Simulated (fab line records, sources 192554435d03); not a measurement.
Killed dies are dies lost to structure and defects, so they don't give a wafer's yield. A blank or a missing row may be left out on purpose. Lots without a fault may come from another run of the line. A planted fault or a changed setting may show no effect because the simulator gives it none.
fab line records | flow n5_finfet
record lots=12 wafers=36 last_day=18
route steps=1938 shown SDB@371 PASS1_CAP@1873 PAD_METAL@1895 PASSIVATION@1936
lots that met no fault: from a run of the same line without faults
start_h: hours from the record's first day to the start of the lot's first wafer shown | wait_h: hours since the lot's step before | " the same as in the row above | L1.1+2: a row that stands for several wafers | - no value, or no start given | * or withheld: withheld | < > ~ a bound
route shown NAME@n: a module of which the file shows steps, and the number in the route of the first | usual: mean/standard deviation of fault-free wafers | same: alike in all rows | chamber/n: place in a boat | sites: the reading at each site | _std_site: their standard deviation | _edge_site: outer sites' mean less inner sites' | radius_mm: how far each site lies from the wafer's centre | mask NAME#n: copy n | behind: the tool/chamber that last shaped the wafer | hold: why the lot was held/for how many hours/how that ended | device: the transistor (n, p or np) that didn't switch | end of line: the same wafers' tests at the end of the route | a step without rows: its recipe alone | killed: dies lost to structure and defects at the first sort, not the wafer's yield | map: a wafer's dies, x killed, . not, _ none there
set.NAME: the setting as run; set.NAME@STEP: as run at that earlier step | model.NAME: the simulator's own value behind a step, which no gauge read
steps of the route over a sample of lots; a table a step, a row a wafer
services: from which hour (start_h, from the record's first day; less than 0 if before it) a tool's chamber was out of use, for how many hours, and why
## steps
# step N5_SDB_PRECLEAN_39
# recipe chemistry=O3/DIW time_s=45 temp_c=22 o3_ppm=10
# columns lot.wafer tool chamber start_h wait_h
L912.2+5+6 wet_bench-02 3,5,0 69.15 0.0
L914.1+2+5 wet_bench-02 2,3,6 79.97 0.0
L915.1+2+5 wet_bench-02 5,6,2 85.55 0.0
L916.1+4+6 wet_bench-06 5,4,3 89.89 0.0
L917.2+3+4 wet_bench-04 2,4,7 98.25 0.0
L921.1+3+4 wet_bench-04 1,5,2 122.82 0.0
L922.1+3+6 wet_bench-06 7,0,3 128.74 0.0
L923.1+3+6 wet_bench-06 5,7,2 135.49 0.0
L924.3+4+5 wet_bench-06 2,0,1 141.22 0.0
L925.1+4+5 wet_bench-06 7,2,3 145.99 0.0
L934.2+4+6 wet_bench-04 6,1,3 202.21 0.0
L935.4+5+6 wet_bench-02 0,4,5 207.35 0.0
# step N5_PASSIVATION_PECVD_55
# recipe material=SiO2 target_thk_a=4000 temp_c=400 precursor=SiH4/N2O pressure_torr=2.7 rf_w=608 time_s=22.5
# usual heater_power_w=690/64 showerhead_plenum_p_Torr=8.18/0.13 throttle_valve_pct=51.1/2.1
# columns lot.wafer tool chamber start_h wait_h heater_power_w showerhead_plenum_p_Torr throttle_valve_pct
L912.2 pecvd-02 0 283.83 0.0 769 8.13 49.8
L912.5 " 1 " " 727 8.03 49.0
L912.6 " 0 " " 772 8.11 49.9
L914.1 pecvd-03 0 304.25 0.0 664 8.17 49.7
L914.2 " 2 " " 597 8.11 47.8
L914.5 " 0 " " 685 8.12 50.0
L915.1 pecvd-03 1 305.71 0.0 717 8.46 53.1
L915.2 " 2 " " 612 8.12 47.9
L915.5 " 2 " " 608 8.09 47.9
L916.1 pecvd-03 0 307.11 0.0 737 8.15 49.7
L916.4 " 0 " " 790 8.12 49.6
L916.6 " 2 " " 623 8.12 48.2
L917.2 pecvd-03 0 328.83 0.0 643 8.13 50.1
L917.3 " 2 " " 610 8.11 48.1
L917.4 " 0 " " 692 8.16 50.1
L922.1 pecvd-04 1 332.57 0.0 617 8.07 53.1
L922.3 " 1 " " 651 8.08 53.1
L922.6 " 1 " " 670 8.08 53.4
L921.1 pecvd-04 1 338.35 0.0 596 8.09 53.2
L921.3 " 2 " " 696 8.17 53.6
L921.4 " 1 " " 617 8.08 53.3
L924.3 pecvd-02 0 338.47 0.0 835 8.12 49.7
L924.4 " 1 " " 634 8.02 49.1
L924.5 " 0 " " 664 8.11 49.9
L923.1 pecvd-04 2 349.36 0.0 701 8.17 53.5
L923.3 " 0 " " 632 8.25 52.7
L923.6 " 1 " " 660 8.07 53.2
L925.1 pecvd-02 2 363.13 0.0 721 8.23 50.3
L925.4 " 1 " " 643 8.03 49.0
L925.5 " 0 " " 752 8.12 49.8
L934.2 pecvd-04 1 413.88 0.0 724 8.07 47.5
L934.4 " 2 " " 744 8.17 53.8
L934.6 " 0 " " 707 8.28 52.6
L935.4 pecvd-03 1 419.20 0.0 730 8.43 54.5
L935.5 " 2 " " 563 8.11 48.7
L935.6 " 0 " " 718 8.15 50.0
# step N5_PASSIVATION_PECVD_01
# recipe material=SiNx target_thk_a=2000 temp_c=400 precursor=SiH4/NH3/N2 pressure_torr=4.9 rf_w=1406 time_s=43.2
# usual heater_power_w=419/68 showerhead_plenum_p_Torr=8.69/0.088 throttle_valve_pct=28.9/1.2
# columns lot.wafer tool chamber start_h wait_h heater_power_w showerhead_plenum_p_Torr throttle_valve_pct
L912.2 pecvd-02 0 283.86 0.0 507 8.65 28.2
L912.5 " 1 " " 447 8.56 28.0
L912.6 " 0 " " 491 8.67 28.2
L914.1 pecvd-03 0 304.28 0.0 442 8.64 28.3
L914.2 " 2 " " 340 8.64 27.1
L914.5 " 0 " " 464 8.64 28.5
L915.1 pecvd-03 1 305.74 0.0 457 8.84 30.2
L915.2 " 2 " " 277 8.67 27.2
L915.5 " 2 " " 289 8.63 27.1
L916.1 pecvd-03 0 307.14 0.0 462 8.67 28.1
L916.4 " 0 " " 473 8.66 28.2
L916.6 " 2 " " 256 8.62 27.2
L917.2 pecvd-03 0 328.86 0.0 478 8.67 28.2
L917.3 " 2 " " 293 8.64 27.5
L917.4 " 0 " " 492 8.68 28.2
L922.1 pecvd-04 1 332.68 0.1 323 8.62 30.5
L922.3 " 1 " " 340 8.58 30.2
L922.6 " 1 " " 362 8.60 30.3
L921.1 pecvd-04 1 338.41 0.0 393 8.64 30.2
L921.3 " 2 " " 492 8.69 30.1
L921.4 " 1 " " 391 8.61 30.0
L924.3 pecvd-02 0 338.51 0.0 509 8.64 28.0
L924.4 " 1 " " 459 8.56 27.9
L924.5 " 0 " " 515 8.64 28.1
L923.1 pecvd-04 2 349.40 0.0 458 8.69 30.4
L923.3 " 0 " " 414 8.76 29.7
L923.6 " 1 " " 322 8.62 29.9
L925.1 pecvd-02 2 363.17 0.0 444 8.73 28.4
L925.4 " 1 " " 414 8.58 27.8
L925.5 " 0 " " 476 8.66 28.0
L934.2 pecvd-04 1 413.92 0.0 393 8.58 27.1
L934.4 " 2 " " 490 8.67 30.2
L934.6 " 0 " " 404 8.76 30.0
L935.4 pecvd-03 1 419.25 0.0 438 8.87 30.7
L935.5 " 2 " " 383 8.62 27.5
L935.6 " 0 " " 511 8.67 28.4
# step N5_PASSIVATION_SPUTTER_20
# recipe material=TaN target_thk_a=500 temp_c=25 chamber_pressure_pa=0.4
# usual chamber_pressure_pa=0.3999/0.00083 throttle_valve_pct=30.2/0.98
# columns lot.wafer tool chamber start_h wait_h chamber_pressure_pa throttle_valve_pct
L912.2 pvd_sputter-01 - 287.27 0.0 0.3993 30.9
L912.5 " - " " 0.4006 29.8
L912.6 " - " " 0.3994 31.1
L914.1 pvd_sputter-01 - 306.95 0.0 0.4017 30.7
L914.2 " - " " 0.4004 30.9
L914.5 " - " " 0.4007 30.9
L916.1 pvd_sputter-02 - 309.41 0.0 0.4010 29.6
L916.4 " - " " 0.3995 30.2
L916.6 " - " " 0.3984 31.4
L915.1 pvd_sputter-02 - 309.75 0.0 0.3997 29.5
L915.2 " - " " 0.3998 29.8
L915.5 " - " " 0.3999 27.9
L917.2 pvd_sputter-03 - 331.89 0.0 0.3996 29.8
L917.3 " - " " 0.4013 31.9
L917.4 " - " " 0.3989 31.0
L922.1 pvd_sputter-03 - 334.96 0.0 0.3997 31.4
L922.3 " - " " 0.3999 29.9
L922.6 " - " " 0.3999 31.6
L924.3 pvd_sputter-02 - 340.74 0.0 0.4009 31.4
L924.4 " - " " 0.3981 28.0
L924.5 " - " " 0.4011 31.2
L921.1 pvd_sputter-01 - 341.21 0.0 0.3994 29.7
L921.3 " - " " 0.3992 30.9
L921.4 " - " " 0.3998 30.6
L923.1 pvd_sputter-01 - 353.91 0.0 0.3995 30.9
L923.3 " - " " 0.3996 29.9
L923.6 " - " " 0.4002 31.3
L925.1 pvd_sputter-01 - 365.97 0.0 0.3998 30.8
L925.4 " - " " 0.3994 29.7
L925.5 " - " " 0.3988 29.8
L934.2 pvd_sputter-01 - 417.59 0.0 0.3998 31.0
L934.4 " - " " 0.3998 30.7
L934.6 " - " " 0.3998 31.0
L935.4 pvd_sputter-01 - 421.16 0.0 0.3989 31.0
L935.5 " - " " 0.4004 29.6
L935.6 " - " " 0.3993 30.6
# step N5_PASSIVATION_PROBE_49
# usual defect_limited_yield=91.2/1.5 killed_at_M0_to_M3=33/9.6 killed_at_M4_up=14/5.6 killed_at_contacts=14/5.5 killed_at_front_end=40/13 killed_at_other=4/3 killed_dies=104/17 killed_open=68/13 killed_short=33/7.2 sort_bin_5_function=5.2/0.95 sort_bin_6_memory=3.3/0.62 sort_n_pass=1076/17 sort_yield_pct=91.2/1.5
# same gross_dies=1180 killed_at_back_side=0 sort_bin_4_leakage[%]=0 sort_bin_8_speed[%]=0
# columns lot.wafer tool chamber start_h wait_h defect_limited_yield[%] killed_at_M0_to_M3 killed_at_M4_up killed_at_contacts killed_at_front_end killed_at_other killed_dies killed_open killed_short sort_bin_5_function[%] sort_bin_6_memory[%] sort_n_pass sort_yield_pct[%]
L917.2 prober-01 - 337.64 0.1 92.2 18 16 24 32 2 92 66 25 4.9 2.7 1088 92.2
L917.3 prober-01 - 337.69 0.1 90.4 29 17 24 36 7 113 72 38 5.3 3.6 1067 90.4
L917.4 prober-01 - 337.74 0.2 89.3 33 11 25 44 13 126 82 42 6.2 4.1 1054 89.3
L922.1 prober-02 - 341.92 0.0 91.4 20 5 20 54 2 101 69 29 4.4 3.6 1079 91.4
L922.3 prober-02 - 342.02 0.1 89.7 29 12 17 58 5 121 81 32 5.9 3.8 1059 89.7
L922.6 prober-02 - 342.17 0.3 90.8 35 13 15 45 1 109 71 29 5.9 2.8 1071 90.8
L924.3 prober-02 - 346.95 0.1 80.6 20 5 6 195 3 229 65 36 12.7 4.2 951 80.6
L924.4 prober-02 - 347.00 0.2 82.5 18 7 13 167 2 207 53 25 11.0 3.8 973 82.5
L924.5 prober-02 - 347.05 0.2 84.7 22 13 14 130 1 180 57 27 9.7 3.6 1000 84.7
L925.1 prober-01 - 372.57 0.0 79.9 35 8 10 176 8 237 64 33 12.6 4.7 943 79.9
L925.4 prober-01 - 372.72 0.2 81.5 17 11 11 170 9 218 54 37 11.3 4.5 962 81.5
L925.5 prober-01 - 372.77 0.2 82.0 21 6 13 162 10 212 64 27 11.9 3.9 968 82.0
L935.4 prober-01 - 429.20 0.2 93.9 29 10 11 17 5 72 41 31 3.5 2.5 1108 93.9
L935.5 prober-01 - 429.25 0.2 91.9 40 12 11 23 9 95 53 40 5.3 2.3 1085 91.9
L935.6 prober-01 - 429.30 0.3 93.0 37 6 7 31 2 83 57 24 4.1 2.5 1097 93.0
# killed by level:class
L917.2 MOL_CONTACT_COAG:geometric_particle:open=19 STI_FIN_REVEAL:geometric_particle:open=13 FIN_SAQP:geometric_particle:open=7 BEOL_M4:geometric_particle:open=7 MOL_CONTACT_COAG:geometric_particle:short=5 BEOL_M5:geometric_particle:open=5 GATE_CUT:geometric_particle:short=3 BEOL_M0_SAQP:geometric_particle:short=3
L917.3 MOL_CONTACT_COAG:geometric_particle:open=19 FIN_SAQP:geometric_particle:open=9 FIN_SAQP:geometric_particle:short=7 BEOL_M0_SAQP:geometric_particle:short=6 BEOL_M3:geometric_particle:open=6 DUMMY_GATE:geometric_particle:open=5 MOL_CONTACT_COAG:geometric_particle:short=5 BEOL_M0_SAQP:geometric_particle:open=5
L917.4 MOL_CONTACT_COAG:geometric_particle:open=20 STI_FIN_REVEAL:geometric_particle:open=16 BEOL_M0_SAQP:geometric_particle:open=10 FIN_SAQP:geometric_particle:open=5 FIN_SAQP:geometric_particle:short=5 MOL_CONTACT_COAG:geometric_particle:short=5 BEOL_M1:geometric_particle:short=5 BEOL_M3:geometric_particle:open=5
L922.1 MOL_CONTACT_COAG:geometric_particle:open=17 STI_FIN_REVEAL:geometric_particle:open=14 FIN_SAQP:geometric_particle:short=7 FIN_SAQP:geometric_particle:open=6 DUMMY_GATE:geometric_particle:open=6 GATE_CUT:geometric_particle:short=6 BEOL_M1:geometric_particle:open=6 BEOL_M0_SAQP:geometric_particle:open=5
L922.3 FIN_SAQP:geometric_particle:open=17 MOL_CONTACT_COAG:geometric_particle:open=13 BEOL_M1:geometric_particle:open=11 DUMMY_GATE:geometric_particle:open=8 STI_FIN_REVEAL:geometric_particle:open=6 DUMMY_GATE:geometric_particle:short=5 BEOL_M0_SAQP:geometric_particle:short=5 MOL_CONTACT_COAG:geometric_particle:short=4
L922.6 FIN_SAQP:geometric_particle:open=14 BEOL_M0_SAQP:geometric_particle:open=13 MOL_CONTACT_COAG:geometric_particle:open=11 BEOL_M1:geometric_particle:open=8 BEOL_M0_SAQP:geometric_particle:short=6 STARTING-WAFER:geometric_particle:open=5 FIN_SAQP:geometric_particle:short=4 BEOL_M1:geometric_particle:short=4
L924.3 SDB:unspecified=128 STI_FIN_REVEAL:geometric_particle:open=18 FIN_SAQP:geometric_particle:short=15 GATE_CUT:geometric_particle:short=7 MOL_CONTACT_COAG:geometric_particle:open=6 SPACER0:geometric_particle:open=5 STI_FIN_REVEAL:geometric_particle:short=4 SPACER0:geometric_particle:short=4
L924.4 SDB:unspecified=127 MOL_CONTACT_COAG:geometric_particle:open=10 GATE_CUT:geometric_particle:open=9 STI_FIN_REVEAL:geometric_particle:open=6 FIN_SAQP:geometric_particle:open=5 BEOL_M0_SAQP:geometric_particle:open=5 BEOL_M1:geometric_particle:open=5 FIN_SAQP:geometric_particle:short=4
L924.5 SDB:unspecified=94 MOL_CONTACT_COAG:geometric_particle:open=9 DUMMY_GATE:geometric_particle:open=7 GATE_CUT:geometric_particle:open=6 BEOL_M1:geometric_particle:open=6 MOL_CONTACT_COAG:geometric_particle:short=5 FIN_SAQP:geometric_particle:open=4 FIN_SAQP:geometric_particle:short=4
L925.1 SDB:unspecified=134 FIN_SAQP:geometric_particle:open=12 BEOL_M0_SAQP:geometric_particle:open=12 FIN_SAQP:geometric_particle:short=10 BEOL_M0_SAQP:geometric_particle:short=9 MOL_CONTACT_COAG:geometric_particle:open=8 STI_FIN_REVEAL:geometric_particle:open=7 BEOL_M2:geometric_particle:open=6
L925.4 SDB:unspecified=123 FIN_SAQP:geometric_particle:open=10 MOL_CONTACT_COAG:geometric_particle:open=8 STI_FIN_REVEAL:geometric_particle:open=7 ILD0:geometric_particle:short=6 BEOL_M2:geometric_particle:open=6 FIN_SAQP:geometric_particle:short=5 GATE_CUT:geometric_particle:open=5
L925.5 SDB:unspecified=114 STI_FIN_REVEAL:geometric_particle:open=18 MOL_CONTACT_COAG:geometric_particle:open=12 FIN_SAQP:geometric_particle:short=8 FIN_SAQP:geometric_particle:open=6 BEOL_M3:geometric_particle:open=6 STARTING-WAFER:geometric_particle:short=5 BEOL_M2:geometric_particle:open=4
L935.4 BEOL_M0_SAQP:geometric_particle:open=8 BEOL_M0_SAQP:geometric_particle:short=6 MOL_CONTACT_COAG:geometric_particle:open=6 MOL_CONTACT_COAG:geometric_particle:short=5 BEOL_M2:geometric_particle:open=5 GATE_CUT:geometric_particle:short=3 BEOL_M0:geometric_particle:open=3 BEOL_M1:geometric_particle:open=3
L935.5 BEOL_M0_SAQP:geometric_particle:short=18 MOL_CONTACT_COAG:geometric_particle:open=7 BEOL_M2:geometric_particle:open=7 DUMMY_GATE:geometric_particle:open=5 BEOL_M0_SAQP:geometric_particle:open=5 BEOL_M4:geometric_particle:open=5 MIM_TOP_ETCH:geometric_particle:short=4 FIN_SAQP:geometric_particle:short=3
L935.6 FIN_SAQP:geometric_particle:open=11 BEOL_M0_SAQP:geometric_particle:open=9 BEOL_M1:geometric_particle:open=8 FIN_SAQP:geometric_particle:short=7 BEOL_M2:geometric_particle:open=7 MOL_CONTACT_COAG:geometric_particle:open=6 BEOL_M0_SAQP:geometric_particle:short=5 BEOL_M3:geometric_particle:open=4
## services
# columns tool chamber start_h hours kind
pecvd-02 2 60.07 19.6 repair
pvd_sputter-03 - 61.71 3.1 repair
pvd_sputter-03 - 72.47 2.8 repair
pecvd-03 - 77.16 0.7 repair
pecvd-04 0 105.45 5.5 repair
pvd_sputter-02 - 146.19 7.4 repair
wet_bench-06 - 149.51 4.0 repair
pecvd-02 0 156.38 6.4 repair
pecvd-03 - 186.52 0.8 repair
wet_bench-06 - 194.02 2.5 repair
pecvd-03 2 202.38 - clean
pecvd-03 2 202.38 - consumable_replace:showerhead
pecvd-03 2 202.38 29.0 scheduled_down
pecvd-03 2 202.38 29.0 vent_cycle
pecvd-04 - 227.99 28.1 pm
wet_bench-06 - 248.04 1.9 pm
pecvd-04 - 272.95 0.7 repair
pvd_sputter-02 - 305.59 2.2 repair
pvd_sputter-01 - 326.95 3.2 repair
pecvd-04 0 331.85 8.1 repair
pecvd-04 - 348.15 0.5 repair
pvd_sputter-02 - 360.36 9.0 repair
pecvd-02 2 365.17 18.7 repair
pvd_sputter-02 - 373.64 2.1 repair
## key
first_sign step=N5_PASSIVATION_PROBE_49 reading=killed_at_front_end direction=up sigmas=9.9 usual=40 struck=167
effect step=N5_PASSIVATION_PROBE_49 reading=defect_limited_yield direction=down sigmas=6.4 usual=91.2 struck=81.9
more_kills_born_at N5_SDB_PRECLEAN_39@wet_bench-06=720
met_at N5_SDB_PRECLEAN_39
struck_lots L924,L925
not_acting_at N5_PASSIVATION_PECVD_55,N5_PASSIVATION_PECVD_01,N5_PASSIVATION_SPUTTER_20
onset_between 135.49 141.22
fault kind=chamber_particle_source tool=wet_bench-06 chamber=- onset_h=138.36 steps=N5_SDB_PRECLEAN_39 rate_per_visit_cm2=0.95035 end_h=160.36
